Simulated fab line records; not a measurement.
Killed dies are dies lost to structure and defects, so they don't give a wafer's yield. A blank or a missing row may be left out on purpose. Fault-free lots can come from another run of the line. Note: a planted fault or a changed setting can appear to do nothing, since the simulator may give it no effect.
Matching of chambers -- flow nand_harc -- NHARC_P_ZERO_WELL_ETCH_63 on rie_si-05 has 4 sister chambers
The step etches the open film in HBr/Cl2, target depth 120 nm, time 40.1 s. 7 wafers are shown with their chamber, then 7 later ones without.

== WAFERS PAIRED WITH THEIR CHAMBERS ==
wafer,chamber,drypump_motor_current_A (A),rf_fwd_power_W (W)
L198.4,0,5.5,394.4
L199.2,2,5.9,396.2
L200.3,3,5.1,391.2
L200.5,1,5.9,395.7
L200.6,0,5.5,394.5
L201.1,3,5.2,391.0
L201.2,1,5.9,394.7

== WAFERS WITHOUT THEIR CHAMBER ==
wafer,drypump_motor_current_A (A),rf_fwd_power_W (W)
L201.4,5.9,393.9
L204.1,5.9,395.5
L204.2,5.9,394.1
L204.6,5.9,395.4
L206.1,5.2,391.6
L206.3,5.5,395.6
L206.4,5.9,394.8

== WHICH CHAMBER EACH ONE RAN IN ==
wafer,from the rows above,in truth
L201.4,1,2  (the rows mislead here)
L204.1,can't be placed: 1 or 2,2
L204.2,1,1
L204.6,can't be placed: 1 or 2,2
L206.1,3,3
L206.3,0,0
L206.4,1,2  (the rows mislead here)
Correctly placed: 3 of 7. From these rows, 2 cannot be placed; in 2 the true chamber is one of the candidates. 2 placed wrongly.
How it was worked out, from the rows above alone: a wafer's distance from a chamber is the root of the sum, over the readings, of the square of ((its reading less the chamber's mean) divided by the reading's scatter). The wafer belongs to the nearest chamber; if the next one is less than 2 further off, it can't be placed. A chamber's mean is the mean of its shown wafers. The scatter: take each reading less its chamber's mean, square it, sum over the shown wafers, divide by the number of wafers less the number of chambers, and take the root.
